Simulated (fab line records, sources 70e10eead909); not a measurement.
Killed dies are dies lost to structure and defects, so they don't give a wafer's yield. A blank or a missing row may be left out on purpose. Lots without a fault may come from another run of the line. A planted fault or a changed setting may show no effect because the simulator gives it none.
fab line records | flow nand_harc
record lots=12 wafers=36 last_day=33
route steps=1302 shown A_STAIRCASE@784 END@1302
lots that met no fault: from a run of the same line without faults
start_h: hours from the record's first day to the start of the lot's first wafer shown | wait_h: hours since the lot's step before | " the same as in the row above | L1.1+2: a row that stands for several wafers | - no value, or no start given | * or withheld: withheld | < > ~ a bound
route shown NAME@n: a module of which the file shows steps, and the number in the route of the first | usual: mean/standard deviation of fault-free wafers | same: alike in all rows | chamber/n: place in a boat | sites: the reading at each site | _std_site: their standard deviation | _edge_site: outer sites' mean less inner sites' | radius_mm: how far each site lies from the wafer's centre | mask NAME#n: copy n | behind: the tool/chamber that last shaped the wafer | hold: why the lot was held/for how many hours/how that ended | device: the transistor (n, p or np) that didn't switch | end of line: the same wafers' tests at the end of the route | a step without rows: its recipe alone | killed: dies lost to structure and defects at the first sort, not the wafer's yield | map: a wafer's dies, x killed, . not, _ none there
set.NAME: the setting as run; set.NAME@STEP: as run at that earlier step | model.NAME: the simulator's own value behind a step, which no gauge read
steps of the route over a sample of lots; a table a step, a row a wafer
services: from which hour (start_h, from the record's first day; less than 0 if before it) a tool's chamber was out of use, for how many hours, and why
## steps
# step NHARC_A_STAIRCASE_DESCUM_270
# recipe time_s=3 o2_flow_sccm=200 ar_flow_sccm=0 bias_power_w=0 chemistry=O2
# usual drypump_motor_current_A=5.6/0.46 oes_product_au=1.002/0.0078 rf_vpp_V=57.8/0.89 showerhead_plenum_p_Torr=1.93/0.068 throttle_valve_pct=11.313/0.0093
# columns lot.wafer tool chamber start_h wait_h drypump_motor_current_A oes_product_au rf_hours_counter_h rf_vpp_V showerhead_plenum_p_Torr throttle_valve_pct
L316.2 rie_diel-10 3 376.75 - 5.9 0.986 40 58.6 1.85 11.315
L316.1 " 1 " " 6.4 0.990 40 56.0 1.96 11.286
L316.6 " 2 " " 5.8 0.982 - 58.3 2.03 11.320
L319.1 rie_diel-01 0 397.86 - 5.5 1.008 2 58.7 1.95 11.312
L319.6 " 2 " " 5.5 1.004 - 57.6 1.93 11.326
L319.5 " 3 " " 5.9 1.005 - 57.2 1.95 11.316
L321.2 rie_diel-01 0 414.59 - 5.5 1.006 7 57.5 1.95 11.305
L321.5 " 0 " " 5.4 1.012 - 59.1 1.95 11.285
L321.6 " 1 " " 6.1 0.999 - 58.1 2.04 11.338
L322.1 rie_diel-05 0 428.57 - 5.3 1.000 4 57.6 1.95 11.315
L322.4 " 3 " " 5.3 0.995 3 58.6 1.84 11.315
L322.6 " 1 " " 6.1 0.991 - 56.9 1.80 11.314
L324.2 rie_diel-10 0 453.69 - 5.0 1.009 3 57.8 1.93 11.314
L324.4 " 1 " " 6.4 0.999 8 57.5 1.95 11.318
L324.1 " 2 " " 5.8 0.995 7 57.7 2.02 11.312
L325.1 rie_diel-10 2 463.84 - 5.8 1.013 13 58.9 2.02 11.325
L325.5 " 2 " " 5.9 1.011 - 58.8 2.02 11.316
L325.6 " 3 " " 5.9 1.009 - 58.7 1.84 11.308
L326.2 rie_diel-05 1 478.29 - 6.1 0.995 18 55.9 1.80 11.324
L326.3 " 2 " " 4.8 1.001 20 56.3 2.01 11.325
L326.5 " 0 " " 5.3 1.009 - 57.6 1.94 11.318
L329.4 rie_diel-01 1 500.41 - 6.1 0.999 36 58.3 2.03 11.306
L329.5 " 0 " " 5.4 1.000 - 58.5 1.94 11.317
L329.6 " 1 " " 6.2 0.998 - 59.2 2.03 11.327
L337.1 rie_diel-01 3 572.82 - 5.9 1.003 1 57.5 1.93 11.326
L337.2 " 1 " " 6.1 0.996 2 56.6 2.02 11.298
L337.5 " 3 " " 5.8 1.006 - 57.3 1.93 11.303
L336.1 rie_diel-10 2 574.36 - 5.8 1.003 52 59.0 2.00 11.312
L336.4 " 1 " " 6.4 1.007 50 56.7 1.94 11.307
L336.6 " 2 " " 5.8 1.008 - 58.6 2.00 11.304
L338.3 rie_diel-10 2 576.51 - 5.8 1.013 53 57.2 2.00 11.312
L338.1 " 3 " " 5.8 1.012 55 57.1 1.83 11.308
L338.6 " 1 " " 6.4 1.004 - 58.1 1.94 11.313
L339.1 rie_diel-01 2 609.49 - 5.5 1.003 15 58.1 1.91 11.331
L339.4 " 3 " " 5.9 0.997 14 58.2 1.93 11.318
L339.2 " 0 " " 5.5 0.999 14 57.0 1.93 11.297
# step NHARC_A_STAIRCASE_DESCUM_291
# recipe time_s=3 o2_flow_sccm=200 ar_flow_sccm=0 bias_power_w=0 chemistry=O2
# usual drypump_motor_current_A=5.6/0.48 oes_product_au=1.004/0.007 rf_vpp_V=57.8/0.95 showerhead_plenum_p_Torr=1.92/0.074 throttle_valve_pct=11.312/0.0094
# columns lot.wafer tool chamber start_h wait_h drypump_motor_current_A oes_product_au rf_hours_counter_h rf_vpp_V showerhead_plenum_p_Torr throttle_valve_pct
L316.2 rie_diel-10 3 382.61 - 5.8 1.002 42 58.0 1.85 11.308
L316.1 " 1 " " 6.4 0.994 41 57.6 1.96 11.303
L316.6 " 3 " " 5.8 1.001 - 56.4 1.85 11.296
L319.1 rie_diel-05 3 405.71 - 5.3 1.014 57 56.7 1.85 11.317
L319.6 " 3 " " 5.3 1.010 - 56.1 1.85 11.313
L319.5 " 0 " " 5.3 0.995 - 58.7 1.95 11.313
L321.2 rie_diel-01 0 421.10 - 5.5 1.013 9 57.4 1.95 11.313
L321.5 " 2 " " 5.5 1.013 - 58.1 1.93 11.302
L321.6 " 3 " " 5.9 1.013 - 55.7 1.95 11.313
L322.1 rie_diel-10 2 439.30 - 5.8 1.008 3 59.2 2.02 11.301
L322.6 " 3 " " 5.9 1.015 - 57.1 1.85 11.320
L322.4 " 1 " " 6.4 1.007 - 56.9 1.96 11.304
L324.4 rie_diel-05 0 462.88 - 5.3 1.016 14 58.8 1.95 11.307
L324.2 " 1 " " 6.1 1.007 13 57.7 1.80 11.324
L324.1 " 2 " " 4.9 1.001 15 58.2 2.02 11.304
L325.1 rie_diel-05 1 474.20 - 6.1 1.003 18 57.6 1.80 11.309
L325.6 " 1 " " 6.1 1.002 - 57.3 1.80 11.332
L325.5 " 2 " " 4.8 1.004 - 56.8 2.01 11.305
L326.2 rie_diel-10 1 484.12 - 6.4 1.008 20 59.8 1.95 11.311
L326.3 " 2 " " 5.8 0.993 21 58.4 2.01 11.298
L326.5 " 1 " " 6.5 1.002 - 58.2 1.95 11.312
L329.4 rie_diel-05 3 506.30 - 5.3 1.005 28 56.1 1.84 11.315
L329.5 " 2 " " 4.8 0.995 - 58.8 2.01 11.302
L329.6 " 3 " " 5.3 1.012 - 55.7 1.84 11.312
L337.2 rie_diel-10 0 580.58 - 5.1 1.014 50 58.3 1.92 11.313
L337.1 " 3 " " 5.9 1.017 57 58.2 1.83 11.318
L337.5 " 1 " " 6.4 1.011 - 58.7 1.94 11.310
L336.4 rie_diel-05 1 580.74 - 6.1 1.000 46 57.2 1.79 11.316
L336.1 " 3 " " 5.3 1.007 48 57.0 1.83 11.308
L336.6 " 2 " " 4.9 0.996 - 58.5 2.00 11.307
L338.3 rie_diel-10 2 582.55 - 5.8 0.994 55 58.7 2.00 11.311
L338.1 " 3 " " 5.8 1.006 58 57.2 1.83 11.308
L338.6 " 0 " " 5.0 0.999 - 58.0 1.92 11.314
L339.2 rie_diel-05 0 618.72 - 5.3 0.998 8 57.0 1.93 11.298
L339.1 " 1 " " 6.1 0.997 8 58.2 1.78 11.304
L339.4 " 2 " " 4.8 1.001 9 57.9 2.00 11.322
# step NHARC_A_STAIRCASE_ETCH_294
# recipe target_depth_a=49890 time_s=1211.6 ion_energy_ev=800 c4f8_flow_sccm=80 o2_flow_sccm=60 ar_flow_sccm=withheld rf_w=600 bias_w=3000 chemistry=C4F8/O2/Ar
# usual bias_w=2999/10 oes_product_au=0.936/0.0086 rf_vpp_V=1828/9.7 run_length_s=1232.9/0.59
# columns lot.wafer tool chamber start_h wait_h bias_w oes_product_au rf_hours_counter_h rf_vpp_V run_length_s
L316.2 rie_diel-10 2 383.34 - 3005 0.925 40 1842 1232.9
L316.1 " 3 " " 2999 0.926 42 1819 1232.8
L316.6 " 3 " " 3012 0.927 - 1818 1233.1
L319.1 rie_diel-05 2 406.40 - 3012 0.945 61 1842 1233.4
L319.6 " 1 " " 3004 0.948 - 1811 1233.1
L319.5 " 2 " " 3009 0.934 - 1840 1233.5
L321.2 rie_diel-01 3 422.48 - 2985 0.942 12 1831 1232.7
L321.6 " 0 " " 3012 0.939 - 1832 1232.1
L321.5 " 1 " " 3003 0.927 - 1843 1233.1
L322.1 rie_diel-10 3 440.33 - 2994 0.946 2 1819 1233.4
L322.6 " 2 " " 2997 0.944 - 1841 1232.8
L322.4 " 3 " " 2987 0.954 - 1818 1233.2
L324.4 rie_diel-05 2 463.48 - 3014 0.927 15 1839 1233.1
L324.1 " 3 " " 3015 0.952 16 1818 1231.9
L324.2 " 0 " " 2998 0.953 15 1832 1234.0
L325.1 rie_diel-05 3 475.12 - - 0.925 20 1820 760.3
L325.6 " 3 " " - 0.940 - 1816 760.2
L325.5 " 0 " " - 0.932 - 1832 762.2
L326.3 rie_diel-10 3 484.71 - 2988 0.941 21 1818 1233.1
L326.2 " 1 " " 2980 0.933 20 1832 1232.5
L326.5 " 3 " " 2990 0.926 - 1817 1232.9
L329.4 rie_diel-05 2 507.06 - - 0.947 26 1840 761.8
L329.6 " 0 " " - 0.946 - 1829 762.2
L329.5 " 1 " " - 0.941 - 1813 761.5
L337.2 rie_diel-10 0 581.35 - 3014 0.940 50 1828 1232.5
L337.1 " 1 " " 3002 0.948 52 1830 1232.8
L337.5 " 2 " " 3011 0.951 - 1838 1232.8
L336.4 rie_diel-05 3 581.57 - 3006 0.936 48 1815 1232.3
L336.1 " 0 " " 2991 0.941 46 1828 1233.9
L336.6 " 2 " " 3002 0.933 - 1839 1233.1
L338.1 rie_diel-10 3 583.14 - 2997 0.939 58 1815 1233.1
L338.3 " 1 " " 3006 0.936 52 1830 1232.5
L338.6 " 3 " " 3003 0.949 - 1816 1233.1
L339.4 rie_diel-05 0 619.32 - 2988 0.936 8 1829 1233.6
L339.1 " 1 " " 3002 0.939 8 1809 1233.7
L339.2 " 3 " " 2982 0.925 9 1817 1232.2
# step NHARC_A_STAIRCASE_HM_DEP_462
# recipe target_thk_a=8000 temp_c=400 material=aC
# usual throttle_valve_pct=35.000/0.0084
# columns lot.wafer tool chamber start_h wait_h throttle_valve_pct
L316.1 acl_dep-01 0 385.11 0.1 34.999
L316.2 " 0 " " 34.996
L316.6 " 0 386.62 1.6 34.983
L319.1 acl_dep-02 0 412.77 4.9 34.993
L319.5 " 0 414.00 6.1 34.992
L319.6 " 0 " " 35.009
L321.2 acl_dep-03 0 424.17 0.4 35.003
L321.5 " 0 " " 34.997
L321.6 " 0 " " 34.995
L322.1 acl_dep-02 0 445.75 3.7 35.013
L322.4 " 0 " " 35.003
L322.6 " 0 " " 35.002
L324.1 acl_dep-03 0 465.13 0.1 34.997
L324.2 " 0 " " 35.003
L324.4 " 0 " " 34.999
L325.1 acl_dep-03 0 476.78 0.1 35.012
L325.5 " 0 478.03 1.3 34.992
L325.6 " 0 " " 35.001
L326.2 acl_dep-02 0 487.28 1.0 34.993
L326.3 " 0 " " 35.010
L326.5 " 0 " " 35.013
L329.4 acl_dep-01 0 509.55 1.0 34.987
L329.5 " 0 " " 34.985
L329.6 " 0 " " 35.011
L337.1 acl_dep-03 0 582.82 0.1 35.003
L337.2 " 0 " " 34.990
L337.5 " 0 " " 35.008
L336.1 acl_dep-01 0 584.26 1.2 34.988
L336.4 " 0 " " 35.006
L336.6 " 0 " " 35.004
L338.1 acl_dep-02 0 586.17 1.4 35.002
L338.3 " 0 " " 35.009
L338.6 " 0 " " 35.009
L339.1 acl_dep-02 0 623.58 2.6 35.002
L339.2 " 0 " " 34.987
L339.4 " 0 " " 34.996
# step NHARC_END_SORT_01
# recipe temp_c=25
# usual killed_at_array=46/15 killed_at_other=0.8/1.1 killed_at_periphery=4.0/2.9 killed_dies=50/15 killed_open=3.2/1.8 killed_short=2.3/1.6
# same gross_dies=677
# columns lot.wafer tool chamber start_h wait_h killed_at_array killed_at_other killed_at_periphery killed_dies killed_open killed_short
L316.1 prober-01 0 564.90 2.5 31 0 4 35 5 5
L316.2 prober-01 0 565.70 2.8 15 0 3 18 1 5
L316.6 prober-01 0 568.90 4.0 17 2 2 21 2 3
L319.1 prober-01 0 584.65 2.5 58 2 7 67 4 2
L319.5 prober-01 0 587.81 3.7 46 1 10 57 5 5
L319.6 prober-01 0 588.60 3.9 54 0 9 63 3 3
L321.2 prober-02 0 602.42 2.8 64 1 5 70 7 1
L321.5 prober-02 0 604.85 3.7 53 0 5 58 3 2
L321.6 prober-02 0 605.66 4.1 70 1 6 77 7 0
L322.1 prober-02 0 624.26 2.5 40 0 0 40 2 2
L322.4 prober-02 0 626.65 3.4 33 0 7 40 1 1
L322.6 prober-02 0 628.25 4.0 33 0 2 35 1 2
L324.1 prober-01 0 638.69 2.5 20 0 2 22 3 0
L324.2 prober-01 0 639.50 2.8 25 1 5 31 3 0
L324.4 prober-01 0 641.12 3.4 21 0 5 26 1 1
L325.1 prober-02 0 650.16 2.5 63 3 8 74 0 4
L325.5 prober-02 0 653.31 3.6 64 0 5 69 3 2
L325.6 prober-02 0 654.10 3.9 57 3 4 64 5 6
L326.2 prober-01 0 683.86 2.8 34 0 3 37 2 1
L326.3 prober-01 0 684.68 3.1 30 0 5 35 6 2
L326.5 prober-01 0 686.32 3.8 36 0 3 39 3 3
L329.4 prober-01 0 693.37 3.4 40 0 10 50 4 1
L329.5 prober-01 0 694.18 3.7 52 1 6 59 3 6
L329.6 prober-01 0 695.00 4.1 40 0 2 42 5 1
L337.1 prober-01 0 762.00 2.5 36 0 6 42 3 5
L337.2 prober-01 0 762.79 2.8 36 0 4 40 4 2
L337.5 prober-01 0 765.16 3.7 31 0 6 37 5 0
L336.1 prober-02 0 772.72 2.5 42 0 5 47 1 1
L336.4 prober-02 0 775.12 3.4 44 2 3 49 3 2
L336.6 prober-02 0 776.73 4.0 52 0 4 56 2 3
L338.1 prober-01 0 777.64 2.5 39 2 1 42 1 1
L338.3 prober-01 0 779.23 3.1 52 1 4 57 3 4
L338.6 prober-01 0 781.60 4.0 29 1 4 34 2 0
L339.1 prober-01 0 792.15 2.5 20 0 9 29 2 0
L339.2 prober-01 0 792.95 2.8 27 1 5 33 4 4
L339.4 prober-01 0 794.55 3.4 23 1 10 34 6 1
# killed by level:class
L316.1 A_CHANNEL_HOLE_D2:chamber_film_flake=9 A_CONTACT:chamber_film_flake=5 A_CHANNEL_FILL_D1:chamber_film_flake=4 A_WL_FILL:chamber_film_flake=3 P_M1:geometric_particle:short=1 A_ONON_D1:geometric_particle:short=1 A_CHANNEL_HOLE_D1:geometric_particle:open=1 A_CHANNEL_FILL_D1:geometric_particle:short=1
L316.2 A_CHANNEL_HOLE_D2:chamber_film_flake=4 P_M2:chamber_film_flake=3 A_ONON_D1:geometric_particle:short=2 A_SGD_CUT:geometric_particle:short=2 A_WL_FILL:chamber_film_flake=2 A_CHANNEL_HOLE_D1:geometric_particle:short=1 A_CHANNEL_FILL_D2:geometric_particle:open=1 A_ZERO_WELL:chamber_film_flake=1
L316.6 A_CHANNEL_HOLE_D2:chamber_film_flake=9 A_ZERO_WELL:chamber_film_flake=2 P_CONTACT:geometric_particle:open=1 A_SGD_CUT:geometric_particle:short=1 A_M1:geometric_particle:short=1 P_M2:chamber_film_flake=1 STARTING-WAFER:geometric_particle:open=1 STARTING-WAFER:geometric_particle:short=1
L319.1 A_CHANNEL_HOLE_D2:chamber_film_flake=27 A_CHANNEL_HOLE_D1:chamber_film_flake=18 A_STAIRCASE:chamber_film_flake=4 P_GATE:chamber_film_flake=2 P_CONTACT:chamber_film_flake=2 P_M2:chamber_film_flake=2 THIN_TSV:chamber_film_flake=2 A_ONON_D1:geometric_particle:short=1
L319.5 A_CHANNEL_HOLE_D2:chamber_film_flake=19 A_CHANNEL_HOLE_D1:chamber_film_flake=14 P_CONTACT:chamber_film_flake=5 A_CHANNEL_FILL_D1:geometric_particle:short=2 A_CHANNEL_FILL_D2:geometric_particle:open=2 P_M2:chamber_film_flake=2 A_STAIRCASE:chamber_film_flake=2 P_STI:geometric_particle:short=1
L319.6 A_CHANNEL_HOLE_D2:chamber_film_flake=30 A_CHANNEL_HOLE_D1:chamber_film_flake=15 P_CONTACT:chamber_film_flake=3 A_WL_FILL:geometric_particle:short=2 P_GATE:chamber_film_flake=2 A_WL_FILL:chamber_film_flake=2 P_CONTACT:geometric_particle:open=1 P_M2:geometric_particle:open=1
L321.2 A_CHANNEL_HOLE_D2:chamber_film_flake=25 A_SLIT:chamber_film_flake=16 A_CHANNEL_HOLE_D1:chamber_film_flake=11 A_M1:chamber_film_flake=3 P_M1:chamber_film_flake=2 P_CONTACT:geometric_particle:open=1 P_M0:geometric_particle:open=1 A_ONON_D1:geometric_particle:open=1
L321.5 A_SLIT:chamber_film_flake=23 A_CHANNEL_HOLE_D1:chamber_film_flake=11 A_CHANNEL_HOLE_D2:chamber_film_flake=11 P_M1:chamber_film_flake=4 A_STAIRCASE:chamber_film_flake=2 A_CONTACT:chamber_film_flake=2 P_M0:geometric_particle:open=1 A_DECK1_JOINT:geometric_particle:short=1
L321.6 A_CHANNEL_HOLE_D2:chamber_film_flake=31 A_CHANNEL_HOLE_D1:chamber_film_flake=15 A_SLIT:chamber_film_flake=13 P_GATE:chamber_film_flake=3 A_CONTACT:chamber_film_flake=3 A_ONON_D2:geometric_particle:open=2 A_CHANNEL_FILL_D2:geometric_particle:open=2 P_CONTACT:geometric_particle:open=1
L322.1 A_CHANNEL_HOLE_D2:chamber_film_flake=22 A_STAIRCASE:chamber_film_flake=4 A_CONTACT:chamber_film_flake=4 A_CHANNEL_HOLE_D1:chamber_film_flake=2 A_ONON_D2:geometric_particle:short=1 A_CHANNEL_FILL_D2:geometric_particle:short=1 A_CHANNEL_FILL_D2:geometric_particle:open=1 A_WL_FILL:geometric_particle:open=1
L322.4 A_CHANNEL_HOLE_D2:chamber_film_flake=21 P_ZERO_WELL:chamber_film_flake=4 A_STAIRCASE:chamber_film_flake=3 P_M1:chamber_film_flake=2 A_SLIT:chamber_film_flake=2 A_CONTACT:chamber_film_flake=2 A_ONON_D1:geometric_particle:open=1 A_ONON_D1:geometric_particle:short=1
L322.6 A_CHANNEL_HOLE_D2:chamber_film_flake=20 A_STAIRCASE:chamber_film_flake=5 A_SLIT:chamber_film_flake=2 A_CONTACT:chamber_film_flake=2 P_M0:geometric_particle:short=1 A_DECK1_JOINT:geometric_particle:open=1 A_CHANNEL_FILL_D2:geometric_particle:short=1 P_ZERO_WELL:chamber_film_flake=1
L324.1 A_CHANNEL_HOLE_D2:chamber_film_flake=11 A_CHANNEL_HOLE_D1:chamber_film_flake=3 P_M1:geometric_particle:open=1 A_ONON_D2:geometric_particle:open=1 A_SGD_CUT:geometric_particle:open=1 A_CHANNEL_FILL_D2:chamber_film_flake=1 P_M0:chamber_film_flake=1 A_STAIRCASE:chamber_film_flake=1
L324.2 A_CHANNEL_HOLE_D2:chamber_film_flake=11 A_CHANNEL_HOLE_D1:chamber_film_flake=5 A_CONTACT:chamber_film_flake=3 P_GATE:chamber_film_flake=2 A_DECK1_JOINT:chamber_film_flake=2 A_BONDPAD:chamber_film_flake=2 P_CONTACT:geometric_particle:open=1 P_M0:geometric_particle:open=1
L324.4 A_CHANNEL_HOLE_D2:chamber_film_flake=9 P_GATE:chamber_film_flake=3 A_CHANNEL_HOLE_D1:chamber_film_flake=3 A_CONTACT:chamber_film_flake=2 A_BONDPAD:chamber_film_flake=2 P_GATE:geometric_particle:short=1 A_M1:geometric_particle:open=1 P_BONDPAD:chamber_film_flake=1
L325.1 A_CHANNEL_HOLE_D1:chamber_film_flake=26 A_SLIT:chamber_film_flake=25 P_CONTACT:chamber_film_flake=5 A_CONTACT:chamber_film_flake=4 A_CHANNEL_HOLE_D2:chamber_film_flake=3 THIN_TSV:chamber_film_flake=3 A_CHANNEL_FILL_D1:geometric_particle:short=2 P_CONTACT:geometric_particle:short=1
L325.5 A_CHANNEL_HOLE_D1:chamber_film_flake=25 A_SLIT:chamber_film_flake=23 A_CHANNEL_HOLE_D2:chamber_film_flake=6 P_CONTACT:chamber_film_flake=5 A_CHANNEL_FILL_D2:chamber_film_flake=2 A_CONTACT:chamber_film_flake=2 A_SOURCE_PLATE:geometric_particle:short=1 A_CHANNEL_HOLE_D1:geometric_particle:open=1
L325.6 A_SLIT:chamber_film_flake=18 A_CHANNEL_HOLE_D1:chamber_film_flake=12 A_CHANNEL_HOLE_D2:chamber_film_flake=10 P_CONTACT:chamber_film_flake=3 A_CHANNEL_FILL_D2:chamber_film_flake=3 THIN_TSV:chamber_film_flake=3 A_ONON_D1:geometric_particle:open=2 A_M0:geometric_particle:short=2
L326.2 A_CHANNEL_HOLE_D1:chamber_film_flake=24 A_CONTACT:chamber_film_flake=3 P_GATE:chamber_film_flake=2 A_WL_FILL:chamber_film_flake=2 A_CHANNEL_FILL_D1:geometric_particle:open=1 A_CONTACT:geometric_particle:short=1 A_BLC:geometric_particle:open=1 P_M2:chamber_film_flake=1
L326.3 A_CHANNEL_HOLE_D1:chamber_film_flake=19 P_M2:chamber_film_flake=3 P_M0:geometric_particle:open=2 A_ONON_D1:geometric_particle:open=2 A_CONTACT:chamber_film_flake=2 A_CHANNEL_FILL_D1:geometric_particle:short=1 A_ONON_D2:geometric_particle:short=1 A_WL_FILL:geometric_particle:open=1
L326.5 A_CHANNEL_HOLE_D1:chamber_film_flake=21 A_WL_FILL:chamber_film_flake=4 A_CONTACT:chamber_film_flake=4 A_CHANNEL_HOLE_D2:chamber_film_flake=2 P_GATE:geometric_particle:short=1 P_M0:geometric_particle:open=1 A_ONON_D2:geometric_particle:open=1 A_CHANNEL_FILL_D2:geometric_particle:short=1
L329.4 A_CHANNEL_HOLE_D1:chamber_film_flake=21 A_CHANNEL_HOLE_D2:chamber_film_flake=11 P_BONDPAD:chamber_film_flake=5 P_GATE:chamber_film_flake=3 A_DECK1_JOINT:chamber_film_flake=2 A_STAIRCASE:chamber_film_flake=2 P_M1:geometric_particle:open=1 A_CHANNEL_FILL_D1:geometric_particle:short=1
L329.5 A_CHANNEL_HOLE_D1:chamber_film_flake=27 A_CHANNEL_HOLE_D2:chamber_film_flake=11 P_M0:chamber_film_flake=3 A_SLIT:chamber_film_flake=3 P_BONDPAD:chamber_film_flake=2 A_SOURCE_PLATE:geometric_particle:short=1 A_CHANNEL_FILL_D1:geometric_particle:open=1 A_DECK1_JOINT:geometric_particle:open=1
L329.6 A_CHANNEL_HOLE_D1:chamber_film_flake=19 A_CHANNEL_HOLE_D2:chamber_film_flake=12 A_BLC:geometric_particle:open=2 A_CHANNEL_FILL_D1:geometric_particle:open=1 A_CHANNEL_FILL_D1:geometric_particle:short=1 A_ONON_D2:geometric_particle:open=1 A_M0:geometric_particle:open=1 P_GATE:chamber_film_flake=1
L337.1 A_CHANNEL_HOLE_D1:chamber_film_flake=9 A_WL_FILL:chamber_film_flake=6 A_CONTACT:chamber_film_flake=4 P_GATE:chamber_film_flake=3 A_SGD_CUT:chamber_film_flake=3 A_CHANNEL_FILL_D2:geometric_particle:short=2 P_CONTACT:chamber_film_flake=2 A_CHANNEL_HOLE_D2:chamber_film_flake=2
L337.2 A_CHANNEL_HOLE_D1:chamber_film_flake=13 P_GATE:chamber_film_flake=3 A_WL_FILL:chamber_film_flake=3 A_CONTACT:chamber_film_flake=3 A_M1:chamber_film_flake=3 A_STAIRCASE:geometric_particle:open=2 A_SGD_CUT:chamber_film_flake=2 A_SLIT:chamber_film_flake=2
L337.5 A_CHANNEL_HOLE_D1:chamber_film_flake=9 A_SLIT:chamber_film_flake=9 A_CONTACT:chamber_film_flake=7 P_GATE:chamber_film_flake=3 P_GATE:geometric_particle:open=1 P_M1:geometric_particle:open=1 A_CHANNEL_FILL_D1:geometric_particle:open=1 A_ONON_D2:geometric_particle:open=1
L336.1 A_SLIT:chamber_film_flake=17 A_CHANNEL_HOLE_D2:chamber_film_flake=12 A_STAIRCASE:chamber_film_flake=4 P_GATE:chamber_film_flake=3 A_ZERO_WELL:chamber_film_flake=2 A_CONTACT:chamber_film_flake=2 A_M1:chamber_film_flake=2 A_CHANNEL_FILL_D1:geometric_particle:short=1
L336.4 A_CHANNEL_HOLE_D2:chamber_film_flake=17 A_SLIT:chamber_film_flake=12 A_STAIRCASE:chamber_film_flake=4 P_M2:chamber_film_flake=2 A_CHANNEL_FILL_D1:chamber_film_flake=2 A_M1:chamber_film_flake=2 A_ONON_D1:geometric_particle:open=1 A_CHANNEL_FILL_D1:geometric_particle:short=1
L336.6 A_CHANNEL_HOLE_D2:chamber_film_flake=20 A_SLIT:chamber_film_flake=19 A_CONTACT:chamber_film_flake=3 P_GATE:chamber_film_flake=2 A_CHANNEL_HOLE_D1:unspecified=2 A_STAIRCASE:chamber_film_flake=2 A_ONON_D2:geometric_particle:short=1 A_CHANNEL_HOLE_D2:geometric_particle:short=1
L338.1 A_SLIT:chamber_film_flake=24 A_CHANNEL_HOLE_D1:chamber_film_flake=5 A_CONTACT:chamber_film_flake=4 A_STAIRCASE:chamber_film_flake=3 A_M1:chamber_film_flake=2 THIN_TSV:chamber_film_flake=2 P_CONTACT:geometric_particle:open=1 A_STAIRCASE:geometric_particle:short=1
L338.3 A_SLIT:chamber_film_flake=26 A_CHANNEL_HOLE_D1:chamber_film_flake=13 A_STAIRCASE:chamber_film_flake=5 A_M0:geometric_particle:short=3 P_ZERO_WELL:chamber_film_flake=2 P_GATE:geometric_particle:open=1 P_CONTACT:geometric_particle:open=1 A_CHANNEL_FILL_D2:geometric_particle:short=1
L338.6 A_SLIT:chamber_film_flake=14 A_CHANNEL_HOLE_D1:chamber_film_flake=10 A_STAIRCASE:chamber_film_flake=3 P_M1:geometric_particle:open=1 A_ONON_D2:geometric_particle:open=1 P_ZERO_WELL:chamber_film_flake=1 P_GATE:chamber_film_flake=1 P_M0:chamber_film_flake=1
L339.1 A_SLIT:chamber_film_flake=9 P_GATE:chamber_film_flake=5 P_ZERO_WELL:chamber_film_flake=3 A_WL_FILL:chamber_film_flake=3 A_CHANNEL_FILL_D2:chamber_film_flake=2 A_CONTACT:chamber_film_flake=2 P_M0:geometric_particle:open=1 A_STAIRCASE:geometric_particle:open=1
L339.2 A_SLIT:chamber_film_flake=8 A_CONTACT:chamber_film_flake=7 P_GATE:chamber_film_flake=3 A_WL_FILL:geometric_particle:short=2 A_CHANNEL_FILL_D1:chamber_film_flake=2 P_M0:geometric_particle:open=1 A_SOURCE_PLATE:geometric_particle:short=1 A_ONON_D1:geometric_particle:open=1
L339.4 A_CONTACT:chamber_film_flake=6 A_SLIT:chamber_film_flake=5 P_ZERO_WELL:chamber_film_flake=3 A_CHANNEL_FILL_D2:chamber_film_flake=3 P_GATE:chamber_film_flake=2 A_CHANNEL_HOLE_D2:chamber_film_flake=2 P_M0:geometric_particle:open=1 P_M1:geometric_particle:short=1
## services
# columns tool chamber start_h hours kind
acl_dep-01 - 368.29 13.0 pm
rie_diel-10 1 374.92 1.3 repair
rie_diel-10 0 375.03 - clean
rie_diel-10 2 375.03 - clean
rie_diel-10 3 375.03 - clean
rie_diel-10 2 379.05 2.2 repair
rie_diel-01 - 381.64 9.0 pm
rie_diel-10 0 399.53 - clean
rie_diel-10 1 399.53 - clean
rie_diel-10 2 399.53 - clean
rie_diel-10 3 399.53 - clean
rie_diel-05 - 406.83 9.0 pm
rie_diel-10 - 419.66 9.0 pm
rie_diel-10 0 419.66 9.0 vent_cycle
acl_dep-02 - 424.73 13.0 pm
rie_diel-05 - 425.45 2.7 repair
rie_diel-01 - 427.65 0.6 repair
acl_dep-01 - 467.36 4.6 repair
acl_dep-03 - 487.87 13.0 pm
acl_dep-01 - 549.33 13.0 pm
rie_diel-01 - 558.64 9.0 pm
rie_diel-05 - 583.83 9.0 pm
rie_diel-10 - 596.66 9.0 pm
acl_dep-02 - 606.83 13.0 pm
## key
first_sign step=NHARC_A_STAIRCASE_ETCH_294 reading=run_length_s direction=down sigmas=99+ usual=* struck=*
effect none on later readings
met_at NHARC_A_STAIRCASE_ETCH_294
struck_lots L325,L329
tester_left_out L325,L329
not_acting_at NHARC_A_STAIRCASE_DESCUM_270,NHARC_A_STAIRCASE_DESCUM_291,NHARC_A_STAIRCASE_HM_DEP_462
onset_between 463.48 475.12
fault kind=process_parameter_drift tool=rie_diel-05 chamber=- onset_h=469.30 steps=NHARC_A_STAIRCASE_ETCH_294 channel=time_s offset=* shape=step end_h=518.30 acts_in=* stated=*
# tester_left_out: of these lots the tester's yield and bins aren't shown, on N5 and GAA mostly nor the transistor test; their killed dies are dies lost to structure and defects alone, not to doping, threshold or leakage, so they don't give the yield
